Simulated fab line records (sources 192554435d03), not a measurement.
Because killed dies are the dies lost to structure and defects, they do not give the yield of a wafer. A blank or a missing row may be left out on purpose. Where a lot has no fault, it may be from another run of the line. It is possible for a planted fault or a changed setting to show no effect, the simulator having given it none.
Chamber matching + flow n5-finfet + N5_FIN_CUT_STRIP_24 on rie-diel-02: 4 sister chambers
The step strips in CF4. 8 wafers are shown with their chamber, then 7 later ones without.

## WAFERS, EACH WITH ITS CHAMBER
| wafer  | chamber | showerhead-plenum-p-Torr (Torr) | drypump-motor-current-A (A) |
|--------|---------|---------------------------------|-----------------------------|
| L079.3 | 0       | 1.81                            | 5.7                         |
| L080.3 | 1       | 1.67                            | 5.7                         |
| L080.6 | 3       | 1.85                            | 6.3                         |
| L088.1 | 2       | 1.76                            | 5.1                         |
| L088.4 | 3       | 1.85                            | 6.2                         |
| L088.6 | 0       | 1.80                            | 5.7                         |
| L089.1 | 2       | 1.76                            | 5.2                         |
| L089.5 | 1       | 1.67                            | 5.7                         |

## WAFERS WHOSE CHAMBER IS MISSING
| wafer  | showerhead-plenum-p-Torr (Torr) | drypump-motor-current-A (A) |
|--------|---------------------------------|-----------------------------|
| L089.6 | 1.76                            | 5.2                         |
| L090.1 | 1.80                            | 5.7                         |
| L090.3 | 1.76                            | 5.2                         |
| L090.4 | 1.84                            | 6.3                         |
| L093.1 | 1.84                            | 6.3                         |
| L093.3 | 1.80                            | 5.7                         |
| L093.4 | 1.80                            | 5.7                         |

## THE CHAMBER EACH PASSED THROUGH
| wafer  | from the rows above | in truth |
|--------|---------------------|----------|
| L089.6 | 2                   | 2        |
| L090.1 | 0                   | 0        |
| L090.3 | 2                   | 2        |
| L090.4 | 3                   | 3        |
| L093.1 | 3                   | 3        |
| L093.3 | 0                   | 0        |
| L093.4 | 0                   | 0        |
Correctly placed: 7 of 7. Not placeable from these rows: 0. Wrongly placed: 0.
How it was worked out, from the rows above alone: a wafer's distance from a chamber is the root of the sum, over the readings, of the square of ((its reading less the chamber's mean) divided by the reading's scatter). The wafer belongs to the nearest chamber; if the next one is less than 2 further off, it can't be placed. The mean given for a chamber averages the wafers shown for that chamber. The scatter: the root of (the sum of the squares of (reading less its chamber's mean) over the shown wafers, divided by (wafers less chambers)).
